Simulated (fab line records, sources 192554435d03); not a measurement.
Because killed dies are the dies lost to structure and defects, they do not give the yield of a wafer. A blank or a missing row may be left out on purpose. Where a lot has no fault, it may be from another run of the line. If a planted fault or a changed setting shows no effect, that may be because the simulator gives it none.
Matching of chambers + flow n5Finfet + N5_BEOL_M0_SAQP_SPACER2_ALD_26 on aldSin-03: 4 sister chambers
The step deposits SiO2, target thk 15 nm, pulse time 1 s, purge time 2 s. 8 wafers are shown with their chamber, then 8 later ones without.

== WAFERS PAIRED WITH THEIR CHAMBERS ==
| wafer  | chamber | heaterPowerW (W) | heaterPowerOuterW (W) |
|--------|---------|------------------|-----------------------|
| L075.1 | 1       | 468              | 295                   |
| L076.1 | 1       | 477              | 282                   |
| L081.2 | 3       | 564              | 296                   |
| L088.4 | 2       | 489              | 246                   |
| L089.2 | 2       | 470              | 243                   |
| L089.3 | 3       | 553              | 301                   |
| L089.5 | 0       | 454              | 254                   |
| L091.2 | 0       | 456              | 249                   |

== WAFERS WITH NO CHAMBER GIVEN ==
| wafer  | heaterPowerW (W) | heaterPowerOuterW (W) |
|--------|------------------|-----------------------|
| L091.4 | 477              | 283                   |
| L091.6 | 479              | 293                   |
| L092.2 | 480              | 289                   |
| L092.3 | 547              | 307                   |
| L092.5 | 535              | 298                   |
| L097.2 | 463              | 256                   |
| L097.3 | 558              | 303                   |
| L097.4 | 489              | 292                   |

== EACH ONE'S CHAMBER ==
| wafer  | from the rows above     | in truth |
|--------|-------------------------|----------|
| L091.4 | 1                       | 1        |
| L091.6 | 1                       | 1        |
| L092.2 | 1                       | 1        |
| L092.3 | 3                       | 3        |
| L092.5 | 3                       | 3        |
| L097.2 | can't be placed: 0 or 2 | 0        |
| L097.3 | 3                       | 3        |
| L097.4 | 1                       | 1        |
Correct placement for 7 of the 8. Not placeable from these rows: 1 (in 1, the candidates include the true chamber). Placed wrongly: 0.
How it was worked out, from the rows above alone: a wafer's distance from a chamber is the root of the sum, over the readings, of the square of ((its reading less the chamber's mean) divided by the reading's scatter). The wafer belongs to the nearest chamber; if the next one is less than 2 further off, it can't be placed. A chamber's mean is the mean of its shown wafers. The scatter: the root of (the sum of the squares of (reading less its chamber's mean) over the shown wafers, divided by (wafers less chambers)).
